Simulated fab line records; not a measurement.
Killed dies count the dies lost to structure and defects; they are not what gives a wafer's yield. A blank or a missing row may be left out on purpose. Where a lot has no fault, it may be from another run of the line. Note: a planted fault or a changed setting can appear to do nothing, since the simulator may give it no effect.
A struck lot beside a sound one -- flow nand_harc -- 30 out of 1302 route steps
Sound: these wafers, L182.1, L182.3, L182.4. Wafers struck: L193.2, L193.5, L193.6. At the end, the cause is stated.
Each step with rows lists, per side, the tool, then ch with its chambers, then its first start. Under that, the readings that differ: sound wafers -- struck wafers -- difference of the means -- sigmas: that difference in standard deviations of wafers without a fault.
alike: a reading whose means differ by less than 2 such deviations, as well as words and numbers matching on both sides. not compared: withheld readings; readings where some wafer has no value; bounds like >300 that might hide an equal value; numbers whose values overlap and for which the record gives no deviation.
The two part at a step that has a row with sigmas, a row that says differs or no value, or rows on one side only. When numbers do not overlap yet have no deviation, they are printed without sigmas and do not part them. Lack of a reading on every wafer of one side parts them only where that side has two or more wafers.

first, 8 steps without rows for these wafers: NHARC_A_ZERO_WELL_HMDS_03 (time 30 s); NHARC_A_ZERO_WELL_COAT_18 (time 65 s); NHARC_A_ZERO_WELL_COAT_04 (resist thk 600 nm); NHARC_A_ZERO_WELL_SOFTBAKE_05 (time 70 s); NHARC_A_ZERO_WELL_EBR_06; NHARC_A_ZERO_WELL_EXPOSE_07 (exposes mask A ZERO); NHARC_A_ZERO_WELL_PEB_08 (peb time 80 s); NHARC_A_ZERO_WELL_DEVELOP_09 (time 50 s).
NHARC_A_ZERO_WELL_CD_MEAS_10: target cd 2000 nm.
  sound on cd_sem-02 ch 0, day 10 14:20; struck on cd_sem-03 ch 0, day 15 10:53
  alike: cd_nm
then, 1 step without rows for these wafers: NHARC_A_ZERO_WELL_HARDBAKE_11 (time 65 s).
NHARC_A_ZERO_WELL_DESCUM_12: chemistry O2, time 3 s.
  sound on rie_diel-06 ch 0,1,3, day 10 14:29; struck on rie_diel-06 ch 2,3, day 15 11:02
  alike: drypump_motor_current_A, oes_product_au, rf_vpp_V, showerhead_plenum_p_Torr, throttle_valve_pct
  not compared: rf_hours_counter_h
NHARC_A_ZERO_WELL_ETCH_19: etches the open film in N2/H2, target depth 80 nm, overetch 24 nm, time 87.88 s.
  sound on rie_diel-06 ch 1,2,3, day 10 14:35; struck on rie_diel-06 ch 0,3, day 15 11:07
  alike: drypump_motor_current_A, n2_flow_sccm, oes_product_au, rf_vpp_V, showerhead_plenum_p_Torr, throttle_valve_pct
  not compared: rf_hours_counter_h
NHARC_A_ZERO_WELL_ETCH_13: etches the open film in HBr/Cl2, target depth 120 nm, time 40.1 s.
  sound on rie_si-01 ch 0,1,2, day 10 14:41; struck on rie_si-01 ch 1,2, day 15 11:14
  alike: drypump_motor_current_A, mfc_cl2_sccm, oes_product_au, throttle_valve_pct
  not compared: rf_hours_counter_h
then, 4 steps without rows for these wafers: NHARC_A_ZERO_WELL_STRIP_14 (strips in SPM, time 900 s); NHARC_A_ZERO_WELL_IMPLANT_15; NHARC_A_ZERO_WELL_PRECLEAN_22 (cleans in SC1, time 60 s); NHARC_A_ZERO_WELL_SRD_23.
NHARC_A_ZERO_WELL_RTA_16: time 10 s.
  sound on rtp_anneal-02 ch 0, day 10 15:36; struck on rtp_anneal-01 ch 0, day 15 12:11
reading,sound,struck,difference,sigmas
lamp_power_pct (%),30.5 30.5 30.5,32.5 32.5 32.5,+2.0,+2
lamp_zone_4_pct (%),30.5 30.5 30.6,32.6 32.6 32.6,+2.1,+2
lamp_zone_6_pct (%),30.5 30.5 30.4,32.5 32.5 32.5,+2.0,+2
  alike: wafer_temp_C_max
NHARC_A_ZERO_WELL_INSPECT_17:
  sound: defect_inspect-02 at day 10 15:48; struck: defect_inspect-01 at day 15 12:21
reading,sound,struck,difference,sigmas
raw_defect_count,16 4 7,357 311 292,+311,+43
then, 3 steps without rows for these wafers: NHARC_A_SOURCE_PLATE_PRECLEAN_00 (cleans in HF-LAST, time 60 s); NHARC_A_SOURCE_PLATE_SRD_01; NHARC_A_SOURCE_PLATE_OXIDE_02 (material SiO2, target thk 10 nm, ox time 1362 s).
NHARC_A_SOURCE_PLATE_THK_MEAS_09: measures by ellipsometry.
  sound: film_metro-02 at day 10 23:48; struck: film_metro-02 at day 15 19:38
  alike: thk_nm
then, 3 steps without rows for these wafers: NHARC_A_SOURCE_PLATE_PVD_04 (deposits WSi2, target thk 50 nm); NHARC_A_SOURCE_PLATE_CVD_03 (deposits poly-Si, target thk 200 nm, time 4000 s); NHARC_A_SOURCE_PLATE_ANNEAL_05 (time 1800 s).
NHARC_A_SOURCE_PLATE_THK_MEAS_06: measures by ellipsometry.
  sound: film_metro-02 at day 11 12:31; struck: film_metro-02 at day 16 08:14
  alike: thk_nm
NHARC_A_SOURCE_PLATE_INSPECT_08:
  sound: defect_inspect-02 at day 11 12:36; struck: defect_inspect-01 at day 16 08:18
reading,sound,struck,difference,sigmas
raw_defect_count,40 56 44,404 355 307,+309,+13
following that, 1 step holds no rows for these wafers, namely NHARC_A_ONON_D1_DEP_00 (target thickness 1000 nm).
-- jump in the record: it breaks off in module A_ONON_D1 and resumes in module END (first step shown: number 1302 of the route), and 17 days separate the struck wafers' starts before and after --
NHARC_END_SORT_01:
  the record has rows for the struck wafers here (prober-01 ch 0, day 33 03:35) and none for the sound ones

== WHERE THEY PART ==
At NHARC_A_ZERO_WELL_RTA_16 first; at NHARC_END_SORT_01 last (within this record only).

WHY: what had been put in by the simulator
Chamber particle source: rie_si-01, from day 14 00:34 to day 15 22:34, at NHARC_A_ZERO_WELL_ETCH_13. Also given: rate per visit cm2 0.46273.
